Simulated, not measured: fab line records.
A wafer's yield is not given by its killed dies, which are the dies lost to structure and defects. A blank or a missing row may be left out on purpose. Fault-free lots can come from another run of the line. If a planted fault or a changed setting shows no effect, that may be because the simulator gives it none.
Chamber matching + flow n5-finfet + 4 sister chambers for N5_STI_FIN_REVEAL_CMP_04 on cmp-03
The step polishes, stops on Si3N4, t overpolish 4 s, target thk 131.83 nm. 16 wafers are shown with their chamber, then 8 later ones without.

== WAFERS, EACH WITH ITS CHAMBER ==
| wafer  | chamber | motor-current-A (A) | time-to-endpoint-s (s) | overpolish-run-s (s) |
|--------|---------|---------------------|------------------------|----------------------|
| L074.1 | 3       | 10.2                | 112                    | 4.021                |
| L074.4 | 0       | 9.2                 | 110                    | 4.001                |
| L074.6 | 1       | 8.1                 | 107                    | 4.008                |
| L080.2 | 2       | 7.2                 | 99                     | 4.007                |
| L080.3 | 3       | 10.0                | 106                    | 3.991                |
| L080.6 | 3       | 9.8                 | 103                    | 3.993                |
| L081.2 | 3       | 10.0                | 109                    | 3.991                |
| L081.3 | 2       | 7.2                 | 111                    | 4.011                |
| L081.4 | 0       | 10.0                | 109                    | 4.014                |
| L082.1 | 2       | 6.9                 | 109                    | 3.999                |
| L082.4 | 1       | 7.8                 | 109                    | 4.011                |
| L082.5 | 0       | 9.7                 | 113                    | 3.995                |
| L083.1 | 2       | 7.1                 | 104                    | 3.981                |
| L083.5 | 3       | 9.7                 | 109                    | 4.001                |
| L083.6 | 0       | 9.2                 | 107                    | 3.993                |
| L090.1 | 1       | 7.9                 | 105                    | 3.993                |

SIGNATURES (means of the wafers above)
| reading            | chamber 0 | chamber 1 | chamber 2 | chamber 3 | scatter within a chamber |
|--------------------|-----------|-----------|-----------|-----------|--------------------------|
| motor-current-A    | 9.525     | 7.933     | 7.100     | 9.940     | 0.246                    |
| time-to-endpoint-s | 109.75    | 107.00    | 105.75    | 107.80    | 3.65                     |
| overpolish-run-s   | 4.00075   | 4.00400   | 3.99950   | 3.99940   | 0.0117                   |
Rule: a wafer lies at a distance from a chamber equal to the root of the sum of squares, over the readings, of (its reading less the chamber's mean, divided by the reading's scatter). If the next closest chamber is less than 2 further off than the closest, the wafer can't be placed; otherwise it belongs to the closest. The scatter: take each reading less its chamber's mean, square it, sum over the shown wafers, divide by the number of wafers less the number of chambers, and take the root.

== WAFERS WITH NO CHAMBER GIVEN ==
| wafer  | motor-current-A (A) | time-to-endpoint-s (s) | overpolish-run-s (s) |
|--------|---------------------|------------------------|----------------------|
| L090.4 | 8.9                 | 107                    | 3.980                |
| L090.5 | 7.1                 | 106                    | 4.010                |
| L093.3 | 10.2                | 109                    | 4.003                |
| L093.4 | 9.8                 | 108                    | 4.014                |
| L093.6 | 7.3                 | 104                    | 3.997                |
| L097.1 | 7.5                 | 106                    | 3.994                |
| L097.2 | 9.3                 | 99                     | 4.008                |
| L097.5 | 10.0                | 105                    | 4.000                |

== WHICH CHAMBER EACH ONE RAN IN ==
| wafer  | from the rows above          | in truth |
|--------|------------------------------|----------|
| L090.4 | can't be placed: 0 or 1 or 3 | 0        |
| L090.5 | 2                            | 2        |
| L093.3 | can't be placed: 3 or 0      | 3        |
| L093.4 | can't be placed: 3 or 0      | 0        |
| L093.6 | can't be placed: 2 or 1      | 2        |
| L097.1 | can't be placed: 2 or 1      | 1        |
| L097.2 | can't be placed: 0 or 3      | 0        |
| L097.5 | can't be placed: 3 or 0      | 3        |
1 of 8 placed correctly. Not placeable from these rows: 7 (in 7, the candidates include the true chamber). Wrongly placed: 0.
